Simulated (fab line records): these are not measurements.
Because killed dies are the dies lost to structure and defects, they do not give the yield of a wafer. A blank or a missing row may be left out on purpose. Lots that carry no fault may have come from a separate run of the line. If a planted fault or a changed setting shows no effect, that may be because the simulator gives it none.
Which tool is to blame? || flow nand-harc || 12 lots, 36 wafers sampled, at 1 step of a route of 1302

== WHAT THE GAUGES READ, wafer by wafer ==
NHARC_A_SLIT_CD_MEAS_21.
{"lot": "L076", "measured": "day 20 20:02", "on": "cd-sem-02", "cd-nm (nm)": "290.1 290.1 290.1"}
{"lot": "L078", "measured": "day 21 09:37", "on": "cd-sem-02", "cd-nm (nm)": "290.1 289.6 290.4"}
{"lot": "L075", "measured": "day 23 01:43", "on": "cd-sem-02", "cd-nm (nm)": "289.1 290.5 290.2"}
{"lot": "L082", "measured": "day 23 11:22", "on": "cd-sem-03", "cd-nm (nm)": "289.4 290.2 290.6"}
{"lot": "L083", "measured": "day 23 21:01", "on": "cd-sem-03", "cd-nm (nm)": "290.0 290.2 290.0"}
{"lot": "L085", "measured": "day 24 20:59", "on": "cd-sem-03", "cd-nm (nm)": "289.1 290.0 288.7"}
{"lot": "L087", "measured": "day 25 19:22", "on": "cd-sem-03", "cd-nm (nm)": "289.7 289.9 289.5"}
{"lot": "L090", "measured": "day 26 05:07", "on": "cd-sem-03", "cd-nm (nm)": "291.5 289.4 291.3"}
{"lot": "L092", "measured": "day 26 15:14", "on": "cd-sem-01", "cd-nm (nm)": "289.7 288.9 289.1"}
{"lot": "L093", "measured": "day 27 15:55", "on": "cd-sem-01", "cd-nm (nm)": "290.8 290.5 290.6"}
{"lot": "L094", "measured": "day 29 00:35", "on": "cd-sem-02", "cd-nm (nm)": "290.7 290.1 290.6"}
{"lot": "L097", "measured": "day 29 13:17", "on": "cd-sem-01", "cd-nm (nm)": "290.2 289.7 290.3"}

== TOOL THAT RAN EACH LOT (tool first, then ch and the chambers of the sampled wafers, then the start) ==
Before these readings, the record contains no process step.

== THE ANSWER, worked out from the rows above alone ==
Rule: the lots themselves supply what counts as usual. The widest of any qualifying gaps counts: lots, ordered by their means at a reading, are off when they make up no more than a third of the lots, leave a main group of 4 or more, and stand apart from it by 3 or more times the standard deviation of that group's means. The tables above print the reading to a certain number of digits; a main group whose means all agree to those digits is not used. Also off: a lot with no number at a reading for which 4 or more lots have one. Where the step has rows for the other lots, those lots are counted as sound.
None of the lots is off at any reading shown; this tells nothing.

== WHAT WAS PUT IN BY THE SIMULATOR ==
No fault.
